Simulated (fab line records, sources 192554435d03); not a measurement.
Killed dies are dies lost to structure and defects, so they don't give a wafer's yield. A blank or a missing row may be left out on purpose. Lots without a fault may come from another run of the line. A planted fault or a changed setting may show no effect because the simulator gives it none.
Which tool did it? | flow n5_finfet | 11 lots, 32 wafers sampled, at 5 steps of a route of 1938

WHAT THE GAUGES READ, wafer by wafer
N5_SD_EPI_N_EPI_MEAS_23.
lot  | measured    | on            | thk_nm (nm)
L747 | day 3 06:26 | film_metro-01 | 58.5 58.3 58.8
L749 | day 3 20:05 | film_metro-02 | 60.6 59.4 60.1
L751 | day 4 04:32 | film_metro-02 | 61.4 60.0 60.3
L753 | day 4 14:41 | film_metro-02 | 59.0 59.6 58.0
L756 | day 5 15:09 | film_metro-02 | 60.7 59.0 59.4
L757 | day 5 18:32 | film_metro-01 | 58.1 58.2 58.6
L759 | day 6 11:31 | film_metro-01 | 59.7 59.6 59.3
L764 | day 7 08:41 | film_metro-01 | 74.8 60.5
L767 | day 8 06:26 | film_metro-02 | 61.6 75.4 59.3
L769 | day 8 20:52 | film_metro-01 | 59.3 59.3 61.1
L770 | day 8 22:43 | film_metro-02 | 58.9 58.5 60.4

WHICH TOOL RAN EACH LOT (tool, then ch and the chambers of the sampled wafers, then the start)
lot  | N5_SPACER0_ALD_08                | N5_SD_EPI_N_ETCH_45               | N5_SD_EPI_N_STRIP_38                | N5_SD_EPI_N_EPI_21
L747 | ald_sin-01 ch 1,2, day 3 02:24   | rie_diel-02 ch 0,2,3, day 3 03:34 | plasma_asher-01 ch 0,1, day 3 03:50 | epi_rpcvd-02 ch 0, day 3 05:17
L749 | ald_sin-04 ch 2,3, day 3 16:01   | rie_diel-04 ch 0,2,3, day 3 17:11 | plasma_asher-02 ch 0,1, day 3 17:27 | epi_rpcvd-02 ch 0, day 3 18:21
L751 | ald_sin-01 ch 1,2, day 4 00:28   | rie_diel-05 ch 0,2,3, day 4 01:38 | plasma_asher-02 ch 0,1, day 4 01:55 | epi_rpcvd-01 ch 0, day 4 03:22
L753 | ald_sin-01 ch 1,2,3, day 4 10:47 | rie_diel-02 ch 0,1,2, day 4 11:49 | plasma_asher-01 ch 0,1, day 4 12:05 | epi_rpcvd-02 ch 0, day 4 12:59
L756 | ald_sin-02 ch 1,2, day 5 11:07   | rie_diel-02 ch 1,3, day 5 12:16   | plasma_asher-02 ch 0, day 5 12:32   | epi_rpcvd-01 ch 0, day 5 13:26
L757 | ald_sin-01 ch 2,3, day 5 14:29   | rie_diel-02 ch 1,2,3, day 5 15:39 | plasma_asher-02 ch 0,1, day 5 15:55 | epi_rpcvd-02 ch 0, day 5 16:49
L759 | ald_sin-02 ch 1,2,3, day 6 06:32 | rie_diel-04 ch 0,1, day 6 07:52   | plasma_asher-01 ch 1, day 6 08:08   | epi_rpcvd-01 ch 0, day 6 09:36
L764 | ald_sin-02 ch 1, day 7 04:39     | rie_diel-05 ch 1,2, day 7 05:51   | plasma_asher-02 ch 0, day 7 06:05   | epi_rpcvd-01 ch 0, day 7 07:47
L767 | ald_sin-04 ch 0,1,3, day 8 02:17 | rie_diel-04 ch 0,1,3, day 8 03:34 | plasma_asher-02 ch 0,1, day 8 03:49 | epi_rpcvd-01 ch 0, day 8 04:43
L769 | ald_sin-02 ch 1,3, day 8 16:06   | rie_diel-04 ch 0,3, day 8 17:15   | plasma_asher-01 ch 0,1, day 8 17:31 | epi_rpcvd-02 ch 0, day 8 18:58
L770 | ald_sin-02 ch 0,1,3, day 8 18:48 | rie_diel-05 ch 1,2, day 8 19:50   | plasma_asher-02 ch 0,1, day 8 20:06 | epi_rpcvd-03 ch 0, day 8 21:17
- N5_SPACER0_ALD_08: deposits SiNx, target thk 2 nm.
- N5_SD_EPI_N_ETCH_45: etches SiOCN in CH3F/O2, target depth 6 nm.
- N5_SD_EPI_N_STRIP_38: strips in N2/H2.
- N5_SD_EPI_N_EPI_21: deposits Si:P, time 690 s.

THE ANSWER, worked out from the rows above alone
Rule: what is usual is taken from the lots themselves. Put in order of their means at a reading, lots are off if they are a third of the lots or fewer, leave a main group of 4 or more, and stand apart from it by a gap of 3 or more times the standard deviation of the main group's means; of several such gaps the widest counts. A main group whose means are all the same, to the digits that the tables above print for the reading, isn't used. A lot without any number at a reading at which 4 lots or more have one is off too. The other lots that the step has rows for count as sound.
Off: L764, L767, at N5_SD_EPI_N_EPI_MEAS_23 (thk_nm). The main group: mean 59.4 nm, standard deviation 0.7.
A tool fits if, at a process step before that reading, it ran every lot that is off, and no sound lot after the first of them. The gauges at N5_SD_EPI_N_EPI_MEAS_23 are tried like those tools. One fits: epi_rpcvd-01 at N5_SD_EPI_N_EPI_21. Its last sound lot is L759 (day 6 09:36), its first lot that is off L764 (day 7 07:47): a fault that began between those two fits.

WHAT THE SIMULATOR HAD PUT IN
Process parameter drift: epi_rpcvd-01, from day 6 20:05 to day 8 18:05, at N5_SD_EPI_N_EPI_21. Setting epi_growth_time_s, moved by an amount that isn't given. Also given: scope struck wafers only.
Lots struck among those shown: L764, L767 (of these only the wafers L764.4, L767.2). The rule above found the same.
